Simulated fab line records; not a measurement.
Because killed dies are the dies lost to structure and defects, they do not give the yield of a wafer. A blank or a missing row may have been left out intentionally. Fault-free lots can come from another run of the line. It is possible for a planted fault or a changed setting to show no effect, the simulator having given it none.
Split-lot study ; flow n5_finfet ; 7 lots, 21 wafers read, on a route of 1938 steps

## THE SPLIT ITSELF
At N5_SD_EPI_N_EXPOSE_06 (exposes mask SD N BLK, target cd 120 nm), the setting dose_mj was moved away from the recipe's 39.75 on 4 of the 21 wafers read, by +2.4% to +4.5%. All remaining wafers had this setting at the recipe value.

## FROM THE SPLIT TO THE READING: what the file shows between them, 2 steps
- N5_SD_EPI_N_PEB_07: peb time 60 s
- N5_SD_EPI_N_DEVELOP_08: develop time 30 s

## THE READING
cd_nm, in nm, at N5_SD_EPI_N_CD_MEAS_09 (target cd 120 nm). Fault-free wafers of this fab line usually give 120.2 nm, standard deviation 0.71 nm.

wafer;tool, chamber at the split;dose_mj as run;against the recipe;cd_nm, nm;against lot-mates on the recipe
L074.1;arfi_scanner-01, 0;39.75;recipe;119.5;-
L074.4;arfi_scanner-01, 0;41.54;+4.5%;123.0;+3.7
L074.5;arfi_scanner-01, 0;39.75;recipe;119.2;-
L078.3;arfi_scanner-03, 0;40.71;+2.4%;121.2;+1.1
L078.4;arfi_scanner-03, 0;39.75;recipe;120.6;-
L078.6;arfi_scanner-03, 0;39.75;recipe;119.6;-
L082.3;arfi_scanner-02, 0;39.75;recipe;120.4;-
L082.4;arfi_scanner-02, 0;39.75;recipe;121.4;-
L082.5;arfi_scanner-02, 0;39.75;recipe;120.3;-
L086.2;arfi_scanner-02, 0;39.75;recipe;120.0;-
L086.4;arfi_scanner-02, 0;39.75;recipe;121.5;-
L086.5;arfi_scanner-02, 0;39.75;recipe;121.2;-
L087.4;arfi_scanner-03, 0;39.75;recipe;120.7;-
L087.5;arfi_scanner-03, 0;39.75;recipe;119.7;-
L087.6;arfi_scanner-03, 0;39.75;recipe;120.4;-
L093.1;arfi_scanner-02, 0;39.75;recipe;120.3;-
L093.3;arfi_scanner-02, 0;39.75;recipe;120.7;-
L093.5;arfi_scanner-02, 0;39.75;recipe;120.8;-
L095.3;arfi_scanner-02, 0;39.75;recipe;119.2;-
L095.5;arfi_scanner-02, 0;40.74;+2.5%;120.2;+1.0
L095.6;arfi_scanner-02, 0;40.74;+2.5%;120.9;+1.7

FIT RESULTS
A straight line over all 21 wafers: cd_nm changes by +0.41 nm for each +1% of dose_mj; r = +0.58; the points scatter about the line by 0.74 nm.
The same after taking each lot's own level away (the mean of its wafers on the recipe; 21 wafers): +0.68 nm for each +1%; r = +0.88; scatter 0.48 nm.
Per that fit: largest dose_mj move, reading shift of 3.1 nm.
Measured against the standard deviation above, the lots' own levels, which go from 119.20 to 120.90 nm, span 2.4 times it.
So the lot-to-lot level blurs the effect unless lot-mates are compared.
Check: for one of the wafers moved furthest among these (+4.5%), held out of the fit, the line's prediction against its lot-mates is +2.32 nm. Against them it came out at +3.65 nm.

## THESE WAFERS: OTHER SPLITS
Note: prior to the reading, these wafers also went through further splits. Each is held against what the fit with the lots' levels taken away leaves over:
other split on the same wafers;wafers away from the commonest value;r with cd_nm (lot level and that fit taken away)
N5_ZERO_LAYER_PECVD_02 time_s;8;+0.03
N5_ZERO_LAYER_EXPOSE_08 dose_mj;6;+0.00
N5_ZERO_LAYER_DEVELOP_10 develop_time_s;5;+0.15
N5_PMOS_HMC_CHANNEL_EPI_ETCH_32 bias_w;8;-0.12
N5_FIN_SAQP_ETCH_65 time_s;5;+0.33
N5_SD_EPI_N_COAT_33 spin_rpm;11;-0.23

## THE WHOLE CHAIN: every reading that the file lists as answering this split, in the file's order
step;what it does;reading;change (the file's fit);r (the file's)
N5_SD_EPI_N_CD_MEAS_09;target cd 120 nm;cd_nm;+0.695 nm for each +1% of the setting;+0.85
N5_SD_EPI_N_DESCUM_14;chemistry O2, time 7.9 s;SD_EPI_N.cd_nm (the simulator's own value, which no gauge read);+0.649 nm for each +1% of the setting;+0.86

## FILE'S OWN FIT
cd_nm changes by +0.695 nm for each +1% of dose_mj, r = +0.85.
